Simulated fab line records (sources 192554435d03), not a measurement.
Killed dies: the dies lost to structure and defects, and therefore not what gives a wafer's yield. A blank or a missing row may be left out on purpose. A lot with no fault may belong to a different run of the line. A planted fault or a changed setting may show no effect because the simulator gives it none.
Problem report, 8D (eight disciplines) form, completed by code	flow n5 finfet	the parts of the form that need people (team, actions taken, sign-off) are left out

## 1. THE PROBLEM
raw defect count at N5_MOL_CONTACT_COAG_INSPECT_57 reads a mean of 916 on 6 wafers of 2 lots; wafers without a fault read 232 with a standard deviation of 58. Measured from the usual mean, that is +12 standard deviations.
The step: inspects for defects (brightfield).
First seen on wafer L282.1, day 9 21:19, on defect inspect-01. Wafers with a number at this step in the record: 30, from 10 lots. The rule behind "out" and "out of limits": a value lying over 4 standard deviations away from the usual mean. The rest of the wafers with a number are treated as sound.

## 2. WHAT IT IS; WHAT IT IS NOT
question	is	is not
which readings at this step	raw defect count	-
which lots	L282, L285	L263, L264, L265, L269, L270, L272, L274, L283
which wafers of those lots	all that have a number	-
read on which gauges	defect inspect-01	defect inspect-02
when	from day 9 21:19	up to then (21 sound wafers); but 3 sound wafers of L283 came after

## 3. SUSPECTS, AND WHAT RULES EACH OUT
Counting: a tool at any process step up to the reading remains a suspect when it ran all the lots that are out and ran no sound lot after the first of those.
- ruled out: the gauge at N5_MOL_CONTACT_COAG_INSPECT_57. All the wafers that are out were read on defect inspect-01, but those of them that N5_PASSIVATION_PROBE_49 has rows for are out there too, on other tools.
- rtp anneal-02 at N5_MOL_CONTACT_COAG_SIL_ANNEAL_21 (time 60 s): kept. It ran every lot that is out, first L282 (day 9 13:47), and no sound lot after that; its last sound lot up to then is L272 (day 7 02:23).
- cmp-02 at N5_MOL_CONTACT_COAG_CMP_28 (polishes, stops on SiNx, t overpolish 0.85 s, target thk 14.522 nm): kept. It ran every lot that is out, first L282 (day 9 20:05), and no sound lot after that; its last sound lot up to then is L265 (day 5 16:55).
After counting, rtp anneal-02 at N5_MOL_CONTACT_COAG_SIL_ANNEAL_21 and cmp-02 at N5_MOL_CONTACT_COAG_CMP_28 remain.

## 4. THE CAUSE (what the simulator had put in)
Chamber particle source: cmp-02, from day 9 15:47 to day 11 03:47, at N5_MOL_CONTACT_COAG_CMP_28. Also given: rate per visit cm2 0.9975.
Counting left 2 suspects, and this tool is among them.

## 5. THE CHAIN OF EFFECTS, in route order
Each row: a reading whose mean over the struck wafers that have a number lies more than 3 standard deviations from the usual. Only readings whose record carries a usual standard deviation are examined. hours: median over the lots of the time between each lot's start at the first step of this table that gives one and its start at this step. sigmas: the change, counted in usual standard deviations.
hours	step	reading	usual	on struck wafers	change	sigmas
0	N5_MOL_CONTACT_COAG_INSPECT_57	raw defect count	232	916	+684	+12
178	N5_PASSIVATION_PROBE_49	defect limited yield	91.0 %	51.5	-39.5	-26
178	N5_PASSIVATION_PROBE_49	killed at contacts	11	497	+486	+99 or more
178	N5_PASSIVATION_PROBE_49	killed dies	106	572	+466	+26
178	N5_PASSIVATION_PROBE_49	killed on rim	13	72	+59	+13
178	N5_PASSIVATION_PROBE_49	sort_bin_5_function	5.3 %	30.9	+25.6	+26
178	N5_PASSIVATION_PROBE_49	sort_bin_6_memory	3.3 %	14.6	+11.3	+16
178	N5_PASSIVATION_PROBE_49	sort n pass	1074	608	-466	-26
178	N5_PASSIVATION_PROBE_49	sort yield pct	91.0 %	51.5	-39.5	-26
Its process steps:
- N5_PASSIVATION_PROBE_49
At these later measuring or inspecting steps, every struck wafer for which the step has a row has a number for every such reading, and none has moved that far: N5_BEOL_M4_RC_MEAS_101.

## 6. HOW IT WOULD HAVE BEEN CAUGHT EARLIER
6 hours passed between the start of the fault at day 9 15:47 and the first reading out of limits at a measuring or inspecting step in this record, taken at day 9 21:19.
An alarm limit of 4 standard deviations would not have fired on the tool readings at N5_MOL_CONTACT_COAG_CMP_28 for which the record gives a usual standard deviation, since none of them was out on any struck wafer.
Among the 2 lots that are out, L285 began N5_MOL_CONTACT_COAG_CMP_28 on cmp-02 after day 9 21:19. A hold on the tool at that time would have spared it.
